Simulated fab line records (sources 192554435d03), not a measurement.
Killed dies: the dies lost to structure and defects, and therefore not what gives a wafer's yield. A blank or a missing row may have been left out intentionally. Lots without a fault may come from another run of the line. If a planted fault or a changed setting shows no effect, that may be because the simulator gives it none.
Split-lot experiment || flow n5-finfet || 7 lots, 21 wafers read, on a route of 1938 steps

## ON THE SPLIT
At N5_BEOL_M7_DESCUM_33 (chemistry O2, time 7 s), the setting time-s was moved away from the recipe's 7 s on 9 of the 21 wafers read, by -16.2% to +13.3%. This setting was run at the recipe's value on the other wafers.

## THE PATH FROM SPLIT TO READING: the file shows 1 step between them
- N5_BEOL_M7_ETCH_72: etches underlayer in N2/H2, target depth 6.5 nm, time 5.2 s

## THE READING
CAR-EUV_of_BEOL_M7_COAT_22.thk-nm (the simulator's own value, which no gauge read), in nm, at N5_BEOL_M7_ETCH_65 (etches SiARC in CF4, target depth 15.6 nm, time 26 s). The file does not state a usual value for it. Across the 12 wafers here that went through the recipe, the average is 11.2 nm and the standard deviation 0.082 nm.

{"wafer": "L075.1", "tool, chamber at the split": "rie-diel-01, 0,2", "time-s as run, s": 7, "against the recipe": "recipe", "CAR-EUV_of_BEOL_M7_COAT_22.thk-nm, nm": 11.2, "against lot-mates on the recipe": "-"}
{"wafer": "L075.4", "tool, chamber at the split": "rie-diel-01, 3", "time-s as run, s": 6.542, "against the recipe": "-6.5%", "CAR-EUV_of_BEOL_M7_COAT_22.thk-nm, nm": 11.6, "against lot-mates on the recipe": "+0.3"}
{"wafer": "L075.5", "tool, chamber at the split": "rie-diel-01, 0,2", "time-s as run, s": 7, "against the recipe": "recipe", "CAR-EUV_of_BEOL_M7_COAT_22.thk-nm, nm": 11.4, "against lot-mates on the recipe": "-"}
{"wafer": "L076.1", "tool, chamber at the split": "rie-diel-01, 1,0", "time-s as run, s": 6.145, "against the recipe": "-12.2%", "CAR-EUV_of_BEOL_M7_COAT_22.thk-nm, nm": 11.8, "against lot-mates on the recipe": "+0.6"}
{"wafer": "L076.4", "tool, chamber at the split": "rie-diel-01, 1,0", "time-s as run, s": 6.145, "against the recipe": "-12.2%", "CAR-EUV_of_BEOL_M7_COAT_22.thk-nm, nm": 11.6, "against lot-mates on the recipe": "+0.4"}
{"wafer": "L076.5", "tool, chamber at the split": "rie-diel-01, 2", "time-s as run, s": 7, "against the recipe": "recipe", "CAR-EUV_of_BEOL_M7_COAT_22.thk-nm, nm": 11.2, "against lot-mates on the recipe": "-"}
{"wafer": "L084.1", "tool, chamber at the split": "rie-diel-01, 1,3,1", "time-s as run, s": 7.701, "against the recipe": "+10.0%", "CAR-EUV_of_BEOL_M7_COAT_22.thk-nm, nm": 10.8, "against lot-mates on the recipe": "no lot-mate on the recipe"}
{"wafer": "L084.5", "tool, chamber at the split": "rie-diel-01, 1,3,1", "time-s as run, s": 7.701, "against the recipe": "+10.0%", "CAR-EUV_of_BEOL_M7_COAT_22.thk-nm, nm": 10.8, "against lot-mates on the recipe": "no lot-mate on the recipe"}
{"wafer": "L084.4", "tool, chamber at the split": "rie-diel-01, 1,3,1", "time-s as run, s": 7.701, "against the recipe": "+10.0%", "CAR-EUV_of_BEOL_M7_COAT_22.thk-nm, nm": 10.6, "against lot-mates on the recipe": "no lot-mate on the recipe"}
{"wafer": "L091.3", "tool, chamber at the split": "rie-diel-01, 1", "time-s as run, s": 7, "against the recipe": "recipe", "CAR-EUV_of_BEOL_M7_COAT_22.thk-nm, nm": 11.2, "against lot-mates on the recipe": "-"}
{"wafer": "L091.4", "tool, chamber at the split": "rie-diel-01, 0,1", "time-s as run, s": 7, "against the recipe": "recipe", "CAR-EUV_of_BEOL_M7_COAT_22.thk-nm, nm": 11.2, "against lot-mates on the recipe": "-"}
{"wafer": "L091.5", "tool, chamber at the split": "rie-diel-01, 0,1", "time-s as run, s": 7, "against the recipe": "recipe", "CAR-EUV_of_BEOL_M7_COAT_22.thk-nm, nm": 11.2, "against lot-mates on the recipe": "-"}
{"wafer": "L094.1", "tool, chamber at the split": "rie-diel-05, 2", "time-s as run, s": 5.869, "against the recipe": "-16.2%", "CAR-EUV_of_BEOL_M7_COAT_22.thk-nm, nm": 11.6, "against lot-mates on the recipe": "+0.4"}
{"wafer": "L094.4", "tool, chamber at the split": "rie-diel-05, 0,2", "time-s as run, s": 7, "against the recipe": "recipe", "CAR-EUV_of_BEOL_M7_COAT_22.thk-nm, nm": 11.2, "against lot-mates on the recipe": "-"}
{"wafer": "L094.6", "tool, chamber at the split": "rie-diel-05, 0,2", "time-s as run, s": 7, "against the recipe": "recipe", "CAR-EUV_of_BEOL_M7_COAT_22.thk-nm, nm": 11.2, "against lot-mates on the recipe": "-"}
{"wafer": "L097.1", "tool, chamber at the split": "rie-diel-01, 3,2,1", "time-s as run, s": 7, "against the recipe": "recipe", "CAR-EUV_of_BEOL_M7_COAT_22.thk-nm, nm": 11, "against lot-mates on the recipe": "-"}
{"wafer": "L097.2", "tool, chamber at the split": "rie-diel-01, 3,2,1", "time-s as run, s": 7, "against the recipe": "recipe", "CAR-EUV_of_BEOL_M7_COAT_22.thk-nm, nm": 11.2, "against lot-mates on the recipe": "-"}
{"wafer": "L097.3", "tool, chamber at the split": "rie-diel-01, 3,2,1", "time-s as run, s": 7, "against the recipe": "recipe", "CAR-EUV_of_BEOL_M7_COAT_22.thk-nm, nm": 11.2, "against lot-mates on the recipe": "-"}
{"wafer": "L095.1", "tool, chamber at the split": "rie-diel-05, 1", "time-s as run, s": 7, "against the recipe": "recipe", "CAR-EUV_of_BEOL_M7_COAT_22.thk-nm, nm": 11.2, "against lot-mates on the recipe": "-"}
{"wafer": "L095.2", "tool, chamber at the split": "rie-diel-05, 2,3", "time-s as run, s": 7.93, "against the recipe": "+13.3%", "CAR-EUV_of_BEOL_M7_COAT_22.thk-nm, nm": 10.6, "against lot-mates on the recipe": -0.6}
{"wafer": "L095.5", "tool, chamber at the split": "rie-diel-05, 2,3", "time-s as run, s": 7.93, "against the recipe": "+13.3%", "CAR-EUV_of_BEOL_M7_COAT_22.thk-nm, nm": 10.6, "against lot-mates on the recipe": -0.6}
When a row names more than one chamber, that row covers several wafers, and the file does not tell which wafer ran in which chamber.

FIT RESULTS
A straight line over all 21 wafers: CAR-EUV_of_BEOL_M7_COAT_22.thk-nm changes by -0.0407 nm for each +1% of time-s; r = -0.95; the points scatter about the line by 0.11 nm.
The same after taking each lot's own level away (the mean of its wafers on the recipe; 18 wafers): -0.0386 nm for each +1%; r = -0.96; scatter 0.09 nm.
According to that fit, moving time-s by its largest amount changes the reading by 0.62 nm.
From 11.13 to 11.30 nm: that is the span of the lots' own levels, equal to 2.0 times the standard deviation above.
The two slopes are in agreement: the lot-to-lot level therefore moves the slope only a little.
Check: for one of the wafers moved furthest among these (-16.2%), held out of the fit, the line's prediction against its lot-mates is +0.696 nm. Against them it came out at +0.4 nm.

## ADDITIONAL SPLITS CARRIED BY THESE WAFERS
Other splits were also applied to these wafers ahead of the reading. Each is held against what the fit with the lots' levels taken away leaves over:
{"other split on the same wafers": "N5_BEOL_M7_ILD_DEP_00 time-s", "wafers away from the commonest value": 9, "r with CAR-EUV_of_BEOL_M7_COAT_22.thk-nm (lot level and that fit taken away)": -0.21}

## THE WHOLE CHAIN: every reading that the file lists as answering this split, in the file's order
{"step": "N5_BEOL_M7_DESCUM_33", "what it does": "chemistry O2, time 7 s", "reading": "CAR-EUV_of_BEOL_M7_COAT_22.thk-nm (the simulator's own value, which no gauge read)", "change (the file's fit)": "-0.0418 nm for each +1% of the setting", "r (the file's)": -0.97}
{"step": "N5_BEOL_M7_ETCH_72", "what it does": "etches underlayer in N2/H2, target depth 6.5 nm, time 5.2 s", "reading": "CAR-EUV_of_BEOL_M7_COAT_22.thk-nm (the simulator's own value, which no gauge read)", "change (the file's fit)": "-0.0383 nm for each +1% of the setting", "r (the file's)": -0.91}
{"step": "N5_BEOL_M7_ETCH_65", "what it does": "etches SiARC in CF4, target depth 15.6 nm, time 26 s", "reading": "CAR-EUV_of_BEOL_M7_COAT_22.thk-nm (the simulator's own value, which no gauge read)", "change (the file's fit)": "-0.0357 nm for each +1% of the setting", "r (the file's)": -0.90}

## THE FILE'S OWN FIT
CAR-EUV_of_BEOL_M7_COAT_22.thk-nm changes by -0.0357 nm for each +1% of time-s, r = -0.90.
